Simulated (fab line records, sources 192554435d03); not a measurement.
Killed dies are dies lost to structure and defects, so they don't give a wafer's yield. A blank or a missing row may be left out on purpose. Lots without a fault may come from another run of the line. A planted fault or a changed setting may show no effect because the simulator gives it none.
A struck lot beside a sound one | flow n5_finfet | 19 steps out of a route of 1938
Sound: wafers L899.2, L899.3, L899.6. Struck: wafers L905.2, L905.6. (L905.3 of the same lot was not struck and is left out.) The cause comes at the end.
At each step with rows: each side's tool, then ch and its chambers, then its first start. Under that, the readings that differ: sound wafers | struck wafers | difference of the means | sigmas: that difference in standard deviations of wafers without a fault.
alike: readings whose means differ by less than 2 such deviations, and words and numbers that are the same on both sides. not compared: withheld readings, readings that some wafer has no value for, bounds like >300 that may hide the same value, and numbers for which the record gives no deviation and whose values overlap.
The two part at a step that has a row with sigmas, a row that says differs or no value, or rows on one side only. Numbers that don't overlap but have no deviation are shown without sigmas and don't part them. A reading that every wafer of one side lacks parts them only if that side has two wafers or more.

first, 9 steps without rows for these wafers: N5_BEOL_M4_COAT_05 (resist thk 30 nm); N5_BEOL_M4_EBR_07; N5_BEOL_M4_SOFTBAKE_06 (time 60 s); N5_BEOL_M4_EXPOSE_08 (exposes mask M4); N5_BEOL_M4_PEB_09 (peb time 60 s); N5_BEOL_M4_DEVELOP_10 (develop time 30 s); N5_BEOL_M4_DESCUM_16 (chemistry O2, time 7 s); N5_BEOL_M4_ETCH_74 (etches underlayer in N2/H2, target depth 6.5 nm, time 5.2 s); N5_BEOL_M4_ETCH_63 (etches SiARC in CF4, target depth 15.6 nm, time 26 s).
N5_BEOL_M4_ETCH_64: etches SOC in N2/H2, target depth 75 nm, overetch 22.5 nm, time 121.9 s.
  sound on rie_diel-04 ch 0,1, day 11 12:33; struck on rie_diel-03 ch 1,3, day 12 07:11
  reading                                    | sound       | struck  | difference | sigmas
  model.SiARC_of_BEOL_M4_COAT_62.thk_nm (nm) | 6.4 6.4 6.4 | 4 4.2   | -2         |
  model.BEOL_M4.cd_offset_nm (nm)            | 0 0.4 -0.2  | 1.2 1.2 | +1.1       |
  alike: drypump_motor_current_A, oes_product_au, rf_vpp_V, showerhead_plenum_p_Torr, throttle_valve_pct
  not compared: rf_hours_counter_h
then, 3 steps without rows for these wafers: N5_BEOL_M4_STRIP_65 (strips in N2/H2); N5_BEOL_M4_STRIP_75 (strips in N2/H2); N5_BEOL_M4_STRIP_66 (strips in CF4).
N5_BEOL_M4_HM_OPEN_17: chemistry Cl2/BCl3, target TiN, target depth 20 nm, overetch 6 nm.
  sound on rie_metal-02 ch 0,1, day 11 12:43; struck on rie_metal-03 ch 1, day 12 07:22
  reading                         | sound            | struck      | difference | sigmas
  model.etch.depth_nm (nm)        | 19.82 19.73 19.9 | 15.77 16.11 | -3.88      |
  model.BEOL_M4.cd_offset_nm (nm) | 0.2 0.2 -0.2     | 1.2 1.2     | +1.1       |
  alike: drypump_motor_current_A, oes_product_au, throttle_valve_pct
  not compared: rf_hours_counter_h
then, 1 step without rows for these wafers: N5_BEOL_M4_STRIP_19 (strips in O2).
N5_BEOL_M4_CD_MEAS_18: pitch 36 nm, target cd 18 nm.
  sound on cd_sem-02, day 11 12:55; struck on cd_sem-03, day 12 07:32
  reading    | sound          | struck    | difference | sigmas
  cd_nm (nm) | 18.3 18.2 17.5 | 19.7 19.5 | +1.6       | +5
then, 1 step without rows for these wafers: N5_BEOL_M4_COAT_67 (time 60 s, resist thk 60 nm).
N5_BEOL_M4_RC_MEAS_101:
  sound on prober-01 ch 0, day 11 23:22; struck on prober-02 ch 0, day 13 03:37
  alike: DIBL_N, DIBL_P, IOFF_N, IOFF_P, ION_N, ION_P, SS_N, SS_P, VT_N, VT_P
-- the record jumps here: 4 days lie between the struck wafers' starts before and after (it left off in module BEOL_M4 and takes up again in module PASSIVATION, whose first step shown is number 1936 of the route) --
N5_PASSIVATION_PROBE_49:
  the record has rows for the struck wafers here (prober-01, day 17 11:47) and none for the sound ones

WHERE THEY PART
First at N5_BEOL_M4_CD_MEAS_18; last, within this record, at N5_PASSIVATION_PROBE_49.

WHY: what the simulator had put in
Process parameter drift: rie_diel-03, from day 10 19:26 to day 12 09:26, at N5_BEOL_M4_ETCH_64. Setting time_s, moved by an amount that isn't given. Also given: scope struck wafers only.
